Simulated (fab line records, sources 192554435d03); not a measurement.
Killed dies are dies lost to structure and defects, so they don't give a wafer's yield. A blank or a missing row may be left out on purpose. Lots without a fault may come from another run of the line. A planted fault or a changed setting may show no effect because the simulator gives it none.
Which tool did it? | flow n5_finfet | 11 lots, 30 wafers sampled, at 6 steps of a route of 1938

WHAT THE GAUGES READ, wafer by wafer
The record holds no reading of a measuring or inspecting step that can be judged against a usual standard deviation.

WHICH TOOL RAN EACH LOT (tool, then ch and the chambers of the sampled wafers, then the start)
lot  | N5_BEOL_M10_PECVD_70            | N5_BEOL_M10_DEGAS_44         | N5_BEOL_M10_CMP_52            | N5_BEOL_M11_ILD_DEP_00          | N5_BEOL_M11_CURE_71           | N5_PASSIVATION_PROBE_49
L384 | pecvd-01 ch 0,1,2, day 10 13:29 | pvd_sputter-01, day 10 17:00 | cmp-03 ch 0,2, day 10 18:21   | pecvd-02 ch 0,1,2, day 10 18:50 | uv_cure-02 ch 2, day 10 18:55 | -
L386 | pecvd-03 ch 0,1,2, day 11 05:56 | pvd_sputter-03, day 11 11:02 | cmp-01 ch 0,1,3, day 11 12:31 | pecvd-02 ch 0,1, day 11 12:58   | uv_cure-02 ch 1, day 11 13:14 | -
L389 | pecvd-04 ch 1,2, day 11 10:38   | pvd_sputter-03, day 11 14:58 | cmp-01 ch 1,2,3, day 11 17:07 | pecvd-03 ch 0,1,2, day 11 17:37 | uv_cure-03 ch 2, day 11 17:52 | -
L387 | pecvd-04 ch 0,1,2, day 11 11:41 | pvd_sputter-01, day 11 15:40 | cmp-03 ch 0,2, day 11 17:08   | pecvd-02 ch 0,1,2, day 11 17:40 | uv_cure-02 ch 2, day 11 17:55 | -
L391 | pecvd-01 ch 0,2, day 12 04:47   | pvd_sputter-03, day 12 09:49 | cmp-02 ch 0,1, day 12 11:47   | pecvd-04 ch 1,2, day 12 12:18   | uv_cure-02 ch 0, day 12 12:23 | -
L392 | pecvd-03 ch 0,2, day 12 07:34   | pvd_sputter-01, day 12 13:03 | cmp-02 ch 0,3, day 12 14:26   | pecvd-02 ch 0,1, day 12 14:56   | uv_cure-03 ch 2, day 12 15:02 | -
L394 | pecvd-04 ch 0,1,2, day 12 14:52 | pvd_sputter-03, day 12 18:12 | cmp-02 ch 1,2, day 12 19:26   | pecvd-04 ch 0,1,2, day 12 19:56 | uv_cure-01 ch 0, day 12 20:05 | prober-01, day 14 21:55
L398 | pecvd-03 ch 0,1,2, day 14 05:53 | pvd_sputter-03, day 14 12:20 | cmp-01 ch 2,3, day 14 13:43   | pecvd-03 ch 0,2, day 14 14:13   | uv_cure-01 ch 1, day 14 14:17 | -
L400 | pecvd-03 ch 1, day 14 15:29     | pvd_sputter-02, day 14 20:59 | cmp-01 ch 2, day 14 22:26     | pecvd-04 ch 1, day 14 22:55     | uv_cure-02 ch 2, day 14 23:00 | prober-01, day 17 01:40
L403 | pecvd-03 ch 0,2, day 14 23:23   | pvd_sputter-01, day 15 05:03 | cmp-03 ch 0,2, day 15 06:27   | pecvd-02 ch 1,2, day 15 06:56   | uv_cure-01 ch 2, day 15 07:27 | prober-02, day 17 02:01
L402 | pecvd-03 ch 1,2, day 15 09:45   | pvd_sputter-01, day 15 16:50 | cmp-01 ch 1,3, day 15 18:24   | pecvd-02 ch 0,1, day 15 18:51   | uv_cure-01 ch 1, day 15 19:08 | -
- N5_BEOL_M10_PECVD_70: deposits SiO2 from TEOS/O2, target thk 20 nm, time 22.7 s.
- N5_BEOL_M10_DEGAS_44: time 60 s.
- N5_BEOL_M10_CMP_52: polishes, stops on SiCOH lowk, t overpolish 7 s, target thk 140 nm.
- N5_BEOL_M11_ILD_DEP_00: deposits SiCOH lowk from DEMS/porogen, target thk 308.51 nm, time 58 s.
- N5_BEOL_M11_CURE_71: cures SiCOH lowk, time 240 s.
- N5_PASSIVATION_PROBE_49

WHAT THE TOOLS THEMSELVES READ (means of the sampled wafers that have a number; where no wafer has one, the mark that the record gives instead)
N5_BEOL_M10_PECVD_70. Usual: heater_power_outer_w 411 W, standard deviation 75; heater_power_w 694 W, standard deviation 130; showerhead_plenum_p_Torr 8.77 Torr, standard deviation 0.057; throttle_valve_pct 22.6 %, standard deviation 1.6.
lot  | tool     | heater_power_outer_w (W) | heater_power_w (W) | showerhead_plenum_p_Torr (Torr) | throttle_valve_pct (%) | flag
L384 | pecvd-01 | 415                      | 678                | 8.78                            | 23.5                   |
L386 | pecvd-03 | 388                      | 639                | 8.77                            | 22.3                   |
L389 | pecvd-04 | 418                      | 695                | 8.76                            | 21.0                   |
L387 | pecvd-04 | 421                      | 736                | 8.75                            | 22.2                   |
L391 | pecvd-01 | 424                      | 727                | 8.76                            | 22.2                   |
L392 | pecvd-03 | 358                      | 595                | 8.80                            | 22.0                   |
L394 | pecvd-04 | 399                      | 715                | 8.76                            | 21.9                   |
L398 | pecvd-03 | 406                      | 674                | 8.78                            | 22.4                   |
L400 | pecvd-03 | 356                      | 568                | 8.75                            | 22.1                   |
L403 | pecvd-03 | 392                      | 660                | 8.77                            | 22.6                   |
L402 | pecvd-03 | 320                      | 527                | 8.78                            | 21.4                   |

N5_BEOL_M10_DEGAS_44. Usual: heater_power_w 329 W, standard deviation 36.
lot  | tool           | heater_power_w (W) | flag
L384 | pvd_sputter-01 | 310                |
L386 | pvd_sputter-03 | 342                |
L389 | pvd_sputter-03 | 346                |
L387 | pvd_sputter-01 | 324                |
L391 | pvd_sputter-03 | 372                |
L392 | pvd_sputter-01 | 326                |
L394 | pvd_sputter-03 | 310                |
L398 | pvd_sputter-03 | 304                |
L400 | pvd_sputter-02 | 286                |
L403 | pvd_sputter-01 | 318                |
L402 | pvd_sputter-01 | 320                |

N5_BEOL_M10_CMP_52. Usual: barrier_field_endpoint_s 28.7 s, standard deviation 0.73; clearing_platen_rpm 49.999 rpm, standard deviation 0.026; head_pressure_psi 1.0000 psi, standard deviation 0.002; motor_current_A 5.9 A, standard deviation 0.64.
lot  | tool   | barrier_field_endpoint_s (s) | clearing_platen_rpm (rpm) | head_pressure_psi (psi) | motor_current_A (A) | flag
L384 | cmp-03 | 28.8                         | 49.990                    | 0.9992                  | 5.8                 |
L386 | cmp-01 | 29.4                         | 50.012                    | 0.9996                  | 5.9                 |
L389 | cmp-01 | 27.9                         | 50.034                    | 1.0008                  | 5.9                 |
L387 | cmp-03 | 29.5                         | 50.002                    | 1.0001                  | 5.6                 |
L391 | cmp-02 | 28.7                         | 50.027                    | 0.9996                  | 5.9                 |
L392 | cmp-02 | 29.8                         | 49.974                    | 1.0010                  | 5.9                 |
L394 | cmp-02 | 29.3                         | 50.008                    | 1.0002                  | 6.3                 |
L398 | cmp-01 | 28.6                         | 49.982                    | 1.0015                  | 5.7                 |
L400 | cmp-01 | 31.9                         | 50.035                    | 1.0011                  | 5.8                 | OFF
L403 | cmp-03 | 34.0                         | 50.010                    | 0.9983                  | 5.4                 | OFF
L402 | cmp-01 | 33.6                         | 49.979                    | 1.0011                  | 6.0                 | OFF

N5_BEOL_M11_ILD_DEP_00. Usual: heater_power_outer_w 132 W, standard deviation 33; heater_power_w 294 W, standard deviation 63; showerhead_plenum_p_Torr 5.736 Torr, standard deviation 0.012; throttle_valve_pct 13.7 %, standard deviation 0.69.
lot  | tool     | heater_power_outer_w (W) | heater_power_w (W) | showerhead_plenum_p_Torr (Torr) | throttle_valve_pct (%) | flag
L384 | pecvd-02 | 140                      | 309                | 5.734                           | 13.3                   |
L386 | pecvd-02 | 116                      | 273                | 5.743                           | 13.8                   |
L389 | pecvd-03 | 117                      | 259                | 5.738                           | 13.7                   |
L387 | pecvd-02 | 133                      | 300                | 5.738                           | 13.4                   |
L391 | pecvd-04 | 136                      | 306                | 5.730                           | 13.4                   |
L392 | pecvd-02 | 133                      | 298                | 5.733                           | 13.3                   |
L394 | pecvd-04 | 139                      | 309                | 5.742                           | 13.8                   |
L398 | pecvd-03 | 143                      | 292                | 5.741                           | 13.6                   |
L400 | pecvd-04 | 138                      | 324                | 5.726                           | 13.8                   |
L403 | pecvd-02 | 128                      | 294                | 5.747                           | 13.4                   |
L402 | pecvd-02 | 113                      | 275                | 5.729                           | 13.6                   |

N5_BEOL_M11_CURE_71. Usual: lamp_power_pct 52.32 %, standard deviation 0.053; wafer_temp_C_max 387.0, standard deviation 0.61.
lot  | tool       | lamp_power_pct (%) | wafer_temp_C_max | flag
L384 | uv_cure-02 | 52.28              | 387.4            |
L386 | uv_cure-02 | 52.36              | 387.3            |
L389 | uv_cure-03 | 52.34              | 387.7            |
L387 | uv_cure-02 | 52.32              | 387.2            |
L391 | uv_cure-02 | 52.32              | 387.2            |
L392 | uv_cure-03 | 52.32              | 387.2            |
L394 | uv_cure-01 | 52.32              | 386.4            |
L398 | uv_cure-01 | 52.34              | 386.3            |
L400 | uv_cure-02 | 52.23              | 387.2            |
L403 | uv_cure-01 | 52.33              | 387.6            |
L402 | uv_cure-01 | 52.38              | 386.5            |

N5_PASSIVATION_PROBE_49. Usual: defect_limited_yield 91.4 %, standard deviation 1.5; killed_at_M0_to_M3 34, standard deviation 10; killed_at_M4_up 15, standard deviation 6; killed_at_contacts 12, standard deviation 6; killed_at_front_end 37, standard deviation 11; killed_at_other 3.3, standard deviation 2.8; killed_dies 101, standard deviation 18; killed_open 66, standard deviation 14; killed_short 33, standard deviation 7.8; sort_bin_5_function 5.0 %, standard deviation 0.97; sort_bin_6_memory 3.2 %, standard deviation 0.72; sort_bin_8_speed 0.00 %, standard deviation 0.01; sort_n_pass 1079, standard deviation 18; sort_yield_pct 91.4 %, standard deviation 1.5.
lot  | tool      | defect_limited_yield (%) | killed_at_M0_to_M3 | killed_at_M4_up | killed_at_contacts | killed_at_front_end | killed_at_other | killed_dies | killed_open | killed_short | sort_bin_5_function (%) | sort_bin_6_memory (%) | sort_bin_8_speed (%) | sort_n_pass | sort_yield_pct (%) | flag
L394 | prober-01 | 92.9                     | 40                 | 9               | 12                 | 21                  | 1.7             | 84          | 57          | 24           | 3.9                     | 2.7                   | 0.00                 | 1096        | 92.9               |
L400 | prober-01 | 92.8                     | 23                 | 12              | 7                  | 40                  | 3.0             | 85          | 60          | 22           | 4.1                     | 2.5                   | 0.00                 | 1095        | 92.8               |
L403 | prober-02 | 90.0                     | 33                 | 14              | 19                 | 47                  | 5.0             | 118         | 75          | 42           | 5.7                     | 3.8                   | 0.00                 | 1062        | 90.0               |

THE ANSWER, worked out from the rows above alone
Rule: a lot is off if the mean of its wafers that have a number lies more than 3 standard deviations from the usual mean. A lot without any number at a reading at which 4 lots or more have one is off too. The other lots that the step has rows for count as sound. The gauges are gone through in route order, then the tools' own readings, and for those a lot's mean is taken as printed above. The first step at which some lot is off is used, and at that step the reading that is off furthest; a lot without a number counts as furthest.
Off: L400, L403, L402, at N5_BEOL_M10_CMP_52 (barrier_field_endpoint_s).
A tool fits if, at that step or a process step before it, it ran every lot that is off, and no sound lot after the first of them. One fits: pecvd-03 at N5_BEOL_M10_PECVD_70. Its last sound lot is L398 (day 14 05:53), its first lot that is off L400 (day 14 15:29): a fault that began between those two fits.

WHAT THE SIMULATOR HAD PUT IN
Process parameter drift: pecvd-03, from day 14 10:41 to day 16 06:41, at N5_BEOL_M10_PECVD_70. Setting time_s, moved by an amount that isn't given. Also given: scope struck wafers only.
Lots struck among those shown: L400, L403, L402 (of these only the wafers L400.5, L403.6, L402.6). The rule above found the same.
